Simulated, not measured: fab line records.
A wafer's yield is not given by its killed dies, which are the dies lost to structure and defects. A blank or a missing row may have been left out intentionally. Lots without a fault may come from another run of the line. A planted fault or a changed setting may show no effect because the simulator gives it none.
fab line records	flow nand-harc
[record] lots = 12	wafers = 36	last-day = 34
route steps=1302 shown A_WL_FILL@958 END@1302
lots that met no fault: from a run of the same line without faults
start-h: the number of hours between the record's first day and the start of the first shown wafer of the lot	wait-h: hours elapsed since this lot's preceding step	" repeats the value in the row above	L1.1+2: a single row standing in for several wafers	- value missing, or start not given	* or withheld: withheld	< > ~ a bound
route shown NAME@n: a module of which the file shows steps, and the number in the route of the first	usual: the fault-free wafers' mean and standard deviation	same: alike in all rows	chamber/n: place in a boat	sites: readings site by site	_std_site: standard deviation of those values	_edge_site: the outer-site mean with the inner-site mean subtracted	radius-mm: for every site, how far away it sits from the centre of the wafer	mask NAME#n: copy n	behind: tool/chamber where the wafer was last shaped	hold: the reason the lot was held/the length of the hold in hours/how it ended	device: whichever transistor did not switch (one of n, p or np)	end of line: the tests these same wafers got at the end of their route	a step without rows: its recipe alone	killed: dies lost to structure and defects at the first sort, not the wafer's yield	map: a wafer's dies, marking killed ones x, the rest . and places with no die _
set.NAME: setting as actually run; set.NAME@STEP: the setting as run at that earlier step	model.NAME: the simulator's own value behind a step, which no gauge read
the route's steps for a sample of lots (tables are steps, rows are wafers)
services: the hour from which a tool's chamber was out of use, counted from the record's first day as start-h (under 0 if before that day), plus the number of hours and why
[[steps]]
[step NHARC_A_WL_FILL_ETCHBACK_05]
[recipe] target-depth-a = 220	time-s = 60	temp-c = 40	chemistry = Cl2/BCl3
[usual] drypump-motor-current-A = 5.9/0.33	oes-product-au = 1.002/0.015	run-length-s = 81.4/0.33
[same] time-s = 60
lot.wafer	tool	chamber	start-h	wait-h	drypump-motor-current-A	oes-product-au	rf-hours-counter-h	run-length-s
L416.1	rie-metal-02	0	477.76	0.2	5.9	0.983	0.4	81.4
L416.2	"	1	"	"	5.4	0.997	0.4	81.4
L416.6	"	1	"	"	5.4	1.001	-	81.6
L417.2	rie-metal-01	0	486.82	0.2	6.4	1.031	1.6	81.9
L417.4	"	1	"	"	5.7	1.025	-	80.6
L417.5	"	0	"	"	6.4	1.025	-	81.7
L419.3	rie-metal-02	0	504.00	0.2	5.9	1.004	-	81.4
L419.4	"	1	"	"	5.4	1.006	-	81.5
L419.6	"	1	"	"	5.4	1.000	-	81.5
L418.1	rie-metal-01	1	504.17	0.2	5.6	1.024	2.0	80.6
L418.3	"	0	"	"	6.4	1.024	-	81.2
L418.6	"	0	"	"	6.4	1.027	-	81.8
L421.4	rie-metal-02	0	519.28	0.2	5.9	1.007	-	81.4
L421.3	"	1	"	"	5.4	0.988	-	81.2
L421.5	"	1	"	"	5.4	1.002	-	81.8
L422.1	rie-metal-02	1	548.85	0.2	5.4	0.998	1.5	81.3
L422.2	"	0	"	"	5.9	0.984	1.5	82.0
L422.6	"	1	"	"	5.4	1.001	-	81.2
L426.2	rie-metal-03	0	579.20	0.2	6.3	0.987	1.1	81.3
L426.5	"	0	"	"	6.3	0.979	-	81.0
L426.6	"	1	"	"	5.8	1.006	-	81.5
L427.3	rie-metal-01	1	584.43	0.2	5.7	1.012	-	80.6
L427.4	"	0	"	"	6.4	1.019	-	82.1
L427.5	"	0	"	"	6.4	1.016	-	81.4
L431.1	rie-metal-02	1	617.57	0.3	5.4	0.997	2.9	81.2
L431.3	"	1	"	"	5.4	1.009	-	81.6
L431.6	"	0	"	"	5.9	0.994	-	81.6
L433.1	rie-metal-03	0	654.63	0.2	6.3	0.991	2.4	81.5
L433.3	"	1	"	"	5.8	1.020	-	81.2
L433.6	"	0	"	"	6.2	0.992	-	81.7
L435.1	rie-metal-02	0	661.31	0.2	5.9	0.993	0.4	81.8
L435.4	"	0	"	"	5.9	0.987	-	81.7
L435.5	"	0	"	"	5.9	0.986	-	82.0
L438.1	rie-metal-01	0	700.48	0.2	6.3	1.000	2.0	81.4
L438.3	"	0	"	"	6.4	0.992	-	81.4
L438.5	"	0	"	"	6.4	0.995	-	81.3
[step NHARC_A_WL_FILL_ALD_10]
[recipe] target-thk-a = 500	pulse-time-s = 10	ald-cycles = 500	temp-c = 300	material = SiO2
[usual] heater-power-w = 476/51	precursor-pulse-height-rel = 1.000/0.022	susceptor-temp-C = 299.99/0.18
lot.wafer	tool	chamber	start-h	wait-h	heater-power-w	precursor-pulse-height-rel	susceptor-temp-C
L416.1	ald-hk-03	1	483.84	0.1	426	0.992	299.78
L416.2	"	2	"	"	571	0.953	299.87
L416.6	"	2	486.43	2.6	551	0.962	300.17
L417.2	ald-hk-03	3	495.93	0.6	489	1.016	300.18
L417.4	"	1	496.96	1.6	403	1.049	300.09
L417.5	"	3	498.00	2.6	483	1.007	299.94
L419.3	ald-hk-03	2	509.01	0.0	562	0.991	300.03
L419.4	"	1	510.57	1.6	402	1.019	300.32
L419.6	"	3	511.60	2.6	481	1.009	299.87
L418.3	ald-hk-04	3	509.02	0.1	512	1.007	299.92
L418.1	"	2	510.56	1.6	427	1.004	300.13
L418.6	"	0	511.59	2.6	530	1.000	299.92
L421.4	ald-hk-02	1	525.77	1.1	411	1.002	-
L421.3	"	2	"	"	434	0.994	-
L421.5	"	0	527.28	2.6	523	0.991	-
L422.1	ald-hk-04	0	559.37	0.1	527	0.998	-
L422.2	"	2	560.38	1.1	432	0.990	-
L422.6	"	1	561.89	2.6	477	0.969	-
L426.2	ald-hk-04	2	586.20	1.6	445	0.980	300.31
L426.5	"	3	"	"	497	0.957	299.70
L426.6	"	0	"	"	537	1.017	299.70
L427.4	ald-hk-02	3	590.46	0.6	445	0.990	300.09
L427.3	"	0	"	"	546	0.998	300.03
L427.5	"	2	592.00	2.1	419	0.978	300.40
L431.3	ald-hk-03	3	623.33	0.6	463	0.966	299.85
L431.1	"	1	624.36	1.6	422	1.007	300.05
L431.6	"	2	"	"	542	0.986	300.10
L433.3	ald-hk-03	0	659.26	1.1	481	0.952	300.27
L433.1	"	1	"	"	428	0.986	299.93
L433.6	"	2	"	"	529	1.013	299.92
L435.4	ald-hk-04	0	669.38	0.6	529	1.024	300.15
L435.1	"	1	"	"	450	1.037	299.81
L435.5	"	0	671.48	2.7	513	1.007	300.07
L438.1	ald-hk-03	2	708.48	1.3	548	1.011	299.67
L438.3	"	3	"	"	480	0.973	299.72
L438.5	"	1	710.02	2.9	426	0.989	299.60
[step NHARC_A_WL_FILL_STRIP_29]
[recipe] time-s = 20	o2-flow-sccm = 500	ar-flow-sccm = 0	bias-w = 0	chemistry = O2
[usual] drypump-motor-current-A = 5.6/0.42	oes-product-au = 1.003/0.014	rf-vpp-V = 57.6/0.91	showerhead-plenum-p-Torr = 3.48/0.16	throttle-valve-pct = 17.036/0.0087
[same] time-s = 20
lot.wafer	tool	chamber	start-h	wait-h	drypump-motor-current-A	oes-product-au	rf-hours-counter-h	rf-vpp-V	showerhead-plenum-p-Torr	throttle-valve-pct
L416.1	rie-diel-11	0	488.60	0.1	5.7	1.000	1.3	57.8	3.44	17.032
L416.2	"	1	"	"	6.5	0.987	1.3	58.4	3.75	17.040
L416.6	"	3	"	"	6.2	1.000	-	58.1	3.43	17.047
L417.2	rie-diel-08	2	500.15	0.1	5.5	1.034	7.9	57.5	3.34	17.034
L417.4	"	3	"	"	5.7	1.021	8.0	58.6	3.68	17.031
L417.5	"	2	"	"	5.5	1.020	-	57.1	3.34	17.027
L418.3	rie-diel-11	3	513.76	0.1	6.2	0.993	1.5	59.2	3.43	17.032
L418.1	"	1	"	"	6.5	0.990	1.6	59.8	3.75	17.045
L418.6	"	0	"	"	5.7	0.984	-	58.1	3.44	17.031
L419.4	rie-diel-06	1	513.77	0.1	5.1	0.988	0.4	56.6	3.52	17.038
L419.3	"	2	"	"	5.6	0.990	0.4	56.9	3.31	17.047
L419.6	"	1	"	"	5.1	0.999	-	57.4	3.52	17.038
L421.4	rie-diel-08	1	529.44	0.1	5.0	1.014	9.8	58.5	3.47	17.033
L421.3	"	2	"	"	5.5	1.037	9.7	56.8	3.34	17.027
L421.5	"	0	"	"	5.6	0.997	-	56.6	3.42	17.043
L422.2	rie-diel-08	3	564.06	0.1	5.7	0.998	0.3	57.0	3.67	17.039
L422.1	"	0	"	"	5.6	0.994	0.2	56.8	3.42	17.032
L422.6	"	3	"	"	5.7	0.994	-	59.3	3.67	17.051
L426.2	rie-diel-06	0	589.40	0.1	5.6	0.998	2.6	56.1	3.31	17.035
L426.6	"	0	"	"	5.6	0.997	-	58.3	3.31	17.048
L426.5	"	1	"	"	5.1	0.985	-	55.9	3.52	17.045
L427.3	rie-diel-11	3	594.69	0.1	6.2	0.995	4.1	57.5	3.43	17.022
L427.4	"	3	"	"	6.2	0.992	-	58.0	3.43	17.041
L427.5	"	1	"	"	6.5	0.988	-	58.6	3.75	17.037
L431.1	rie-diel-08	2	627.54	0.1	5.5	1.022	3.9	57.2	3.34	17.055
L431.3	"	3	"	"	5.7	1.004	3.8	58.6	3.67	17.034
L431.6	"	2	"	"	5.5	1.016	-	58.1	3.34	17.039
L433.1	rie-diel-11	0	663.00	0.1	5.7	1.014	1.9	57.0	3.44	17.024
L433.3	"	1	"	"	6.5	1.020	1.5	58.5	3.75	17.035
L433.6	"	2	"	"	5.2	0.986	-	56.4	3.34	17.037
L435.1	rie-diel-06	2	673.68	0.1	5.6	0.985	0.0	57.0	3.30	17.049
L435.5	"	1	"	"	5.1	1.019	-	57.9	3.51	17.033
L435.4	"	3	"	"	5.5	1.018	-	59.3	3.73	17.032
L438.1	rie-diel-11	0	712.19	0.1	5.7	0.992	3.2	57.6	3.44	17.032
L438.3	"	2	"	"	5.2	0.975	2.6	57.8	3.34	17.038
L438.5	"	3	"	"	6.2	0.988	-	57.7	3.43	17.031
[step NHARC_A_WL_FILL_ETCHBACK_17]
[recipe] target-depth-a = 40	time-s = 26.7	chemistry = Cl2/BCl3
[usual] drypump-motor-current-A = 5.9/0.34	oes-product-au = 1.002/0.016	run-length-s = 48.1/0.35
lot.wafer	tool	chamber	start-h	wait-h	drypump-motor-current-A	oes-product-au	rf-hours-counter-h	run-length-s
L416.1	rie-metal-03	1	488.68	-	5.8	0.990	2.5	47.9
L416.2	"	0	"	"	6.3	0.990	2.5	47.9
L416.6	"	1	"	"	5.8	0.999	-	48.6
L417.2	rie-metal-03	0	500.26	-	6.2	1.004	2.5	48.1
L417.4	"	1	"	"	5.8	0.988	-	48.3
L417.5	"	0	"	"	6.3	0.999	-	48.3
L418.1	rie-metal-02	0	513.87	-	5.9	0.980	0.9	48.1
L418.3	"	1	"	"	5.4	0.998	-	48.1
L418.6	"	0	"	"	5.9	0.999	-	48.4
L419.3	rie-metal-01	1	513.89	-	5.6	1.018	-	47.3
L419.4	"	0	"	"	6.4	1.021	-	48.7
L419.6	"	1	"	"	5.7	1.024	-	48.0
L421.3	rie-metal-03	0	529.56	-	6.2	1.001	-	48.1
L421.4	"	1	"	"	5.8	0.994	-	48.1
L421.5	"	0	"	"	6.3	1.000	-	48.1
L422.2	rie-metal-01	0	564.14	-	6.4	1.027	2.9	48.3
L422.1	"	1	"	"	5.7	1.020	2.9	47.3
L422.6	"	1	"	"	5.6	1.022	-	47.4
L426.2	rie-metal-01	0	589.49	-	6.4	1.017	0.2	48.7
L426.6	"	0	"	"	6.4	1.014	-	48.2
L426.5	"	1	"	"	5.6	1.017	-	47.4
L427.4	rie-metal-03	1	594.83	-	5.8	1.003	-	48.3
L427.3	"	0	"	"	6.3	0.976	-	48.0
L427.5	"	1	"	"	5.8	1.004	-	48.2
L431.1	rie-metal-03	1	627.64	-	5.9	1.002	2.0	48.0
L431.3	"	0	"	"	6.2	0.968	-	47.7
L431.6	"	0	"	"	6.3	0.980	-	47.7
L433.1	rie-metal-01	0	663.10	-	6.4	1.016	1.3	48.2
L433.3	"	0	"	"	6.4	1.020	-	46.1
L433.6	"	1	"	"	5.6	1.018	-	47.7
L435.1	rie-metal-01	1	673.78	-	5.6	1.032	1.6	47.5
L435.4	"	0	"	"	6.3	1.017	-	45.6
L435.5	"	0	"	"	6.4	1.014	-	48.0
L438.1	rie-metal-03	0	712.28	-	6.3	0.994	0	47.7
L438.3	"	0	"	"	6.3	0.995	-	47.8
L438.5	"	1	"	"	5.8	1.005	-	48.0
[step NHARC_END_SORT_01]
[recipe] temp-c = 25
[usual] killed-at-array = 57/21	killed-at-other = 0.9/1.2	killed-at-periphery = 4.2/2.9	killed-dies = 62/21	killed-open = 3.2/1.8	killed-short = 2.4/1.5
[same] gross-dies = 677
lot.wafer	tool	chamber	start-h	wait-h	killed-at-array	killed-at-other	killed-at-periphery	killed-dies	killed-open	killed-short
L416.1	prober-02	0	580.07	2.5	53	0	9	62	6	6
L416.2	prober-02	0	580.87	2.8	54	0	4	58	2	2
L416.6	prober-02	0	584.08	4.0	50	4	7	61	4	3
L418.1	prober-01	0	595.46	2.5	106	1	2	109	0	3
L418.3	prober-01	0	597.04	3.1	99	3	4	106	1	3
L418.6	prober-01	0	599.43	4.0	75	3	5	83	1	1
L419.3	prober-02	0	597.07	3.1	48	1	8	57	3	1
L419.4	prober-02	0	597.86	3.4	51	2	1	54	4	5
L419.6	prober-02	0	599.43	3.9	47	2	5	54	4	0
L427.3	prober-02	0	683.79	3.1	47	0	10	57	2	5
L427.4	prober-02	0	684.59	3.4	56	0	4	60	2	2
L427.5	prober-02	0	685.40	3.7	42	0	8	50	5	4
L431.1	prober-01	0	713.25	2.5	61	1	4	66	3	6
L431.3	prober-01	0	714.84	3.1	43	0	10	53	3	3
L431.6	prober-01	0	717.23	4.0	45	0	1	46	2	5
// killed by level:class
L416.1 A_CHANNEL_HOLE_D1:chamber-film-flake=27 A_CHANNEL_HOLE_D2:chamber-film-flake=6 P_ZERO_WELL:chamber-film-flake=4 A_M0:chamber-film-flake=3 P_CONTACT:geometric-particle:short=2 A_ONON_D2:geometric-particle:short=2 P_STI:chamber-film-flake=2 A_ZERO_WELL:chamber-film-flake=2
L416.2 A_CHANNEL_HOLE_D1:chamber-film-flake=31 A_CHANNEL_HOLE_D2:chamber-film-flake=12 A_DECK1_JOINT:chamber-film-flake=3 P_ZERO_WELL:chamber-film-flake=2 P_STI:chamber-film-flake=2 A_ONON_D1:geometric-particle:short=1 A_CHANNEL_FILL_D1:geometric-particle:open=1 A_ONON_D2:geometric-particle:short=1
L416.6 A_CHANNEL_HOLE_D1:chamber-film-flake=34 P_ZERO_WELL:chamber-film-flake=3 A_CHANNEL_HOLE_D2:chamber-film-flake=3 THIN_TSV:chamber-film-flake=3 P_M0:geometric-particle:open=2 A_CHANNEL_FILL_D1:chamber-film-flake=2 A_CONTACT:unspecified=2 A_M0:chamber-film-flake=2
L418.1 A_CHANNEL_HOLE_D2:chamber-film-flake=36 A_CHANNEL_HOLE_D1:chamber-film-flake=33 A_SLIT:chamber-film-flake=24 A_STAIRCASE:chamber-film-flake=3 A_M1:chamber-film-flake=3 P_ZERO_WELL:chamber-film-flake=2 A_CONTACT:chamber-film-flake=2 A_ONON_D1:geometric-particle:short=1
L418.3 A_CHANNEL_HOLE_D2:chamber-film-flake=32 A_CHANNEL_HOLE_D1:chamber-film-flake=31 A_SLIT:chamber-film-flake=20 A_M1:chamber-film-flake=5 A_STAIRCASE:chamber-film-flake=3 THIN_TSV:chamber-film-flake=3 A_DECK1_JOINT:chamber-film-flake=2 A_CONTACT:chamber-film-flake=2
L419.3 A_CHANNEL_HOLE_D2:chamber-film-flake=36 P_GATE:chamber-film-flake=3 A_CHANNEL_FILL_D1:chamber-film-flake=3 P_ZERO_WELL:chamber-film-flake=2 A_CHANNEL_HOLE_D1:chamber-film-flake=2 A_STAIRCASE:chamber-film-flake=2 P_STI:geometric-particle:short=1 P_CONTACT:geometric-particle:open=1
L419.4 A_CHANNEL_HOLE_D2:chamber-film-flake=30 A_CHANNEL_HOLE_D1:chamber-film-flake=5 A_DECK1_JOINT:chamber-film-flake=3 A_ONON_D2:geometric-particle:open=2 THIN_TSV:chamber-film-flake=2 P_M0:geometric-particle:open=1 A_ONON_D1:geometric-particle:short=1 A_ONON_D2:geometric-particle:short=1
L418.6 A_CHANNEL_HOLE_D2:chamber-film-flake=26 A_CHANNEL_HOLE_D1:chamber-film-flake=21 A_SLIT:chamber-film-flake=16 A_CONTACT:chamber-film-flake=3 THIN_TSV:chamber-film-flake=3 P_STI:chamber-film-flake=2 A_ZERO_WELL:chamber-film-flake=2 A_STAIRCASE:chamber-film-flake=2
L419.6 A_CHANNEL_HOLE_D2:chamber-film-flake=30 P_STI:chamber-film-flake=5 A_CHANNEL_FILL_D1:chamber-film-flake=4 A_CHANNEL_HOLE_D1:chamber-film-flake=2 A_SLIT:chamber-film-flake=2 A_CONTACT:chamber-film-flake=2 A_CHANNEL_FILL_D1:geometric-particle:open=1 A_ONON_D2:geometric-particle:open=1
L427.3 A_CHANNEL_HOLE_D1:chamber-film-flake=30 P_M1:chamber-film-flake=7 A_STAIRCASE:chamber-film-flake=5 A_CONTACT:chamber-film-flake=4 A_WL_FILL:chamber-film-flake=3 P_GATE:geometric-particle:short=1 P_M1:geometric-particle:open=1 A_CHANNEL_FILL_D1:geometric-particle:short=1
L427.4 A_CHANNEL_HOLE_D1:chamber-film-flake=37 A_CONTACT:chamber-film-flake=8 P_M1:chamber-film-flake=4 A_CHANNEL_FILL_D2:chamber-film-flake=3 A_WL_FILL:chamber-film-flake=2 A_ONON_D1:geometric-particle:short=1 A_DECK1_JOINT:geometric-particle:open=1 A_ONON_D2:geometric-particle:open=1
L427.5 A_CHANNEL_HOLE_D1:chamber-film-flake=25 P_M1:chamber-film-flake=4 A_CONTACT:chamber-film-flake=3 A_CHANNEL_FILL_D2:chamber-film-flake=3 A_ONON_D1:geometric-particle:short=2 A_ONON_D2:geometric-particle:open=2 P_GATE:chamber-film-flake=2 A_WL_FILL:chamber-film-flake=2
L431.1 A_CHANNEL_HOLE_D2:chamber-film-flake=25 A_CHANNEL_HOLE_D1:chamber-film-flake=8 A_SLIT:chamber-film-flake=7 A_CONTACT:chamber-film-flake=7 A_CHANNEL_FILL_D2:chamber-film-flake=4 A_STAIRCASE:chamber-film-flake=2 P_CONTACT:geometric-particle:short=1 P_M0:geometric-particle:short=1
L431.3 A_CHANNEL_HOLE_D2:chamber-film-flake=15 A_CHANNEL_HOLE_D1:chamber-film-flake=7 P_ZERO_WELL:chamber-film-flake=6 A_CONTACT:chamber-film-flake=6 A_SLIT:chamber-film-flake=4 A_STAIRCASE:chamber-film-flake=3 P_CONTACT:chamber-film-flake=2 A_CHANNEL_FILL_D1:chamber-film-flake=2
L431.6 A_CHANNEL_HOLE_D2:chamber-film-flake=14 A_CHANNEL_HOLE_D1:chamber-film-flake=7 A_CONTACT:chamber-film-flake=6 A_SLIT:chamber-film-flake=4 A_ONON_D1:geometric-particle:short=3 A_CHANNEL_FILL_D2:chamber-film-flake=3 A_BONDPAD:chamber-film-flake=3 P_M0:geometric-particle:open=1
[[services]]
tool	chamber	start-h	hours	kind
rie-metal-02	-	454.00	9.0	pm
rie-diel-08	3	468.15	4.8	repair
rie-diel-11	3	470.46	10.1	repair
rie-diel-06	-	484.21	9.0	pm
rie-diel-11	1	493.78	4.2	repair
rie-metal-01	1	494.71	4.0	repair
rie-diel-06	1	516.69	10.2	repair
rie-metal-03	-	519.19	9.0	pm
rie-diel-08	-	544.90	9.0	pm
rie-diel-11	3	567.59	4.4	repair
rie-diel-11	1	569.18	7.5	repair
ald-hk-03	-	571.59	10.0	pm
rie-metal-01	-	575.00	9.0	pm
rie-diel-11	0	587.37	10.5	repair
rie-diel-11	3	603.91	13.6	repair
rie-diel-11	-	609.57	9.0	pm
rie-diel-06	3	623.28	8.4	repair
ald-hk-04	-	626.43	1.6	repair
rie-metal-02	-	631.00	9.0	pm
rie-metal-01	1	652.14	8.2	repair
rie-diel-06	-	661.21	9.0	pm
rie-diel-06	0	670.79	7.1	repair
rie-metal-03	-	696.19	9.0	pm
rie-diel-08	2	697.26	6.0	repair
[[key]]
[first-sign] step = NHARC_A_WL_FILL_ETCHBACK_17	reading = run-length-s	direction = down	sigmas = 6.4	usual = *	struck = *
effect none on later readings
met-at NHARC_A_WL_FILL_ETCHBACK_17
struck-lots L433,L435
struck-wafers L433.3,L435.4
tester-left-out L433,L435
not-acting-at NHARC_A_WL_FILL_ETCHBACK_05,NHARC_A_WL_FILL_ALD_10,NHARC_A_WL_FILL_STRIP_29
onset-between 589.49 663.10
[fault] kind = process-parameter-drift	tool = rie-metal-01	chamber = -	onset-h = 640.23	steps = NHARC_A_WL_FILL_ETCHBACK_17	channel = time-s	offset = *	shape = step	end-h = 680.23	scope = struck-wafers-only	acts-in = *	stated = *
// tester-left-out: of these lots the tester's yield and bins aren't shown, on N5 and GAA mostly nor the transistor test; their killed dies are dies lost to structure and defects alone, not to doping, threshold or leakage, so they don't give the yield
